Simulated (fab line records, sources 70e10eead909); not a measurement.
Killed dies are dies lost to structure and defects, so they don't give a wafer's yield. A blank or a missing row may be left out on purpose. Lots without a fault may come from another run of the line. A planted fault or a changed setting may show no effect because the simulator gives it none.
A struck lot beside a sound one | flow nand_harc | 44 steps out of a route of 1302
Sound: wafers L468.3, L468.4, L468.5. Struck: wafers L470.1, L470.2, L470.4. The cause comes at the end.
At each step with rows: each side's tool, then ch and its chambers, then its first start. Under that, the readings that differ: sound wafers | struck wafers | difference of the means | sigmas: that difference in standard deviations of wafers without a fault.
alike: readings whose means differ by less than 2 such deviations, and words and numbers that are the same on both sides. not compared: withheld readings, readings that some wafer has no value for, bounds like >300 that may hide the same value, and numbers for which the record gives no deviation and whose values overlap.
The two part at a step that has a row with sigmas, a row that says differs or no value, or rows on one side only. Numbers that don't overlap but have no deviation are shown without sigmas and don't part them. A reading that every wafer of one side lacks parts them only if that side has two wafers or more.

first, 1 step without rows for these wafers: NHARC_P_GATE_DEVELOP_25 (develop time 35 s).
NHARC_P_GATE_CD_MEAS_26: target cd 120 nm.
  sound on cd_sem-01 ch 0, day 9 00:50; struck on cd_sem-02 ch 0, day 9 19:46
  alike: cd_nm
NHARC_P_GATE_OVL_MEAS_27:
  sound on overlay-01, day 9 00:55; struck on overlay-02, day 9 19:51
  alike: overlay_x_nm, overlay_y_nm
NHARC_P_GATE_INSPECT_28:
  sound on defect_inspect-02, day 9 00:58; struck on defect_inspect-02, day 9 19:53
  alike: raw_defect_count
then, 1 step without rows for these wafers: NHARC_P_GATE_DESCUM_31 (chemistry O2, time 3 s).
NHARC_P_GATE_ETCH_104: etches the open film in CF4/CHF3, target depth 60 nm.
  sound on rie_diel-12 ch 1,2, day 9 01:07; struck on rie_diel-12 ch 0,2, day 9 20:03
  alike: drypump_motor_current_A, oes_product_au, rf_vpp_V, showerhead_plenum_p_Torr, throttle_valve_pct
then, 3 steps without rows for these wafers: NHARC_P_GATE_HM_OPEN_105 (chemistry O2/COS, target depth 360 nm); NHARC_P_GATE_STRIP_106 (strips in O2/COS); NHARC_P_GATE_ETCH_114 (etches the open film in CF4/O2, target depth 30 nm, overetch 3 nm, time 16.5 s).
NHARC_P_GATE_ETCH_32: etches the open film in HBr/Cl2, target depth 150 nm, time 100.1 s.
  sound on rie_si-05 ch 1,2, day 9 01:29; struck on rie_si-04 ch 0,1,3, day 9 20:29
  alike: drypump_motor_current_A, oes_product_au, throttle_valve_pct
  not compared: rf_hours_counter_h
then, 1 step without rows for these wafers: NHARC_P_GATE_STRIP_108 (strips in O2).
NHARC_P_GATE_CD_MEAS_33:
  sound on cd_sem-01, day 9 01:49; struck on cd_sem-01, day 9 20:49
  alike: cd_nm
NHARC_P_GATE_STRIP_35: strips in SPM, time 600 s.
  sound on wet_bench-07 ch 1,4,5, day 9 01:55; struck on wet_bench-07 ch 4,6,7, day 9 20:54
then, 2 steps without rows for these wafers: NHARC_P_GATE_PRECLEAN_73 (cleans in SC1); NHARC_P_GATE_SRD_74.
NHARC_P_GATE_ALD_36: deposits SiNx, target thk 20 nm, pulse time 60 s, ald cycles 223.
  sound on ald_sin-01 ch 1,3, day 9 02:17; struck on ald_sin-04 ch 0,1,3, day 9 21:16
  alike: heater_power_w, precursor_pulse_height_rel
then, 14 steps without rows for these wafers: NHARC_P_GATE_ETCHBACK_37 (etches the open film in CHF3/O2, target depth 34.5 nm, time 17.2 s); NHARC_P_GATE_STRIP_101 (strips in O2, time 20 s); NHARC_P_GATE_PRECLEAN_97 (cleans in SPM, time 600 s); NHARC_P_GATE_SRD_98; NHARC_P_GATE_PRECLEAN_99 (cleans in SC1); NHARC_P_GATE_SRD_100; NHARC_P_GATE_DEHYDRATE_38 (time 120 s); NHARC_P_GATE_HMDS_39 (time 30 s); NHARC_P_GATE_COAT_40; NHARC_P_GATE_SOFTBAKE_41 (time 95 s); NHARC_P_GATE_EBR_42; NHARC_P_GATE_EXPOSE_43 (exposes mask P NSD, target cd 720 nm); NHARC_P_GATE_PEB_44 (peb time 85 s); NHARC_P_GATE_DEVELOP_45 (time 70 s).
NHARC_P_GATE_CD_MEAS_46: target cd 720 nm.
  sound on cd_sem-03 ch 0, day 9 14:45; struck on cd_sem-03 ch 0, day 10 07:40
  alike: cd_nm
then, 1 step without rows for these wafers: NHARC_P_GATE_HARDBAKE_47 (time 80 s).
NHARC_P_GATE_DESCUM_48: chemistry O2, time 3 s.
  sound on rie_diel-02 ch 0,1,3, day 9 14:54; struck on rie_diel-12 ch 0,1,2, day 10 07:50
  alike: drypump_motor_current_A, oes_product_au, rf_vpp_V, showerhead_plenum_p_Torr, throttle_valve_pct
  not compared: rf_hours_counter_h
then, 1 step without rows for these wafers: NHARC_P_GATE_IMPLANT_49.
NHARC_P_GATE_STRIP_111: strips in N2/H2, time 250 s.
  sound on plasma_asher-01 ch 0,1, day 9 15:22; struck on plasma_asher-02 ch 0,1, day 10 08:13
  alike: drypump_motor_current_A, heater_power_w
  not compared: rf_hours_counter_h
then, 7 steps without rows for these wafers: NHARC_P_GATE_STRIP_75 (strips in O2); NHARC_P_GATE_STRIP_50 (strips in SPM, time 900 s); NHARC_P_GATE_DEHYDRATE_51 (time 120 s); NHARC_P_GATE_HMDS_52 (time 30 s); NHARC_P_GATE_COAT_53; NHARC_P_GATE_SOFTBAKE_54 (time 95 s); NHARC_P_GATE_EBR_55.
NHARC_P_GATE_INSPECT_68:
  sound on defect_inspect-01, day 9 21:10; struck on defect_inspect-02, day 10 14:26
  reading          | sound       | struck         | difference | sigmas
  raw_defect_count | 315 202 317 | 1220 1172 1155 | +904       | +13
-- the record jumps here: 19 days lie between the struck wafers' starts before and after (it left off in module P_GATE and takes up again in module END, whose first step shown is number 1302 of the route) --
NHARC_END_SORT_01:
  the record has rows for the struck wafers here (prober-02 ch 0, day 29 19:29) and none for the sound ones

WHERE THEY PART
First at NHARC_P_GATE_INSPECT_68; last, within this record, at NHARC_END_SORT_01.

WHY: what the simulator had put in
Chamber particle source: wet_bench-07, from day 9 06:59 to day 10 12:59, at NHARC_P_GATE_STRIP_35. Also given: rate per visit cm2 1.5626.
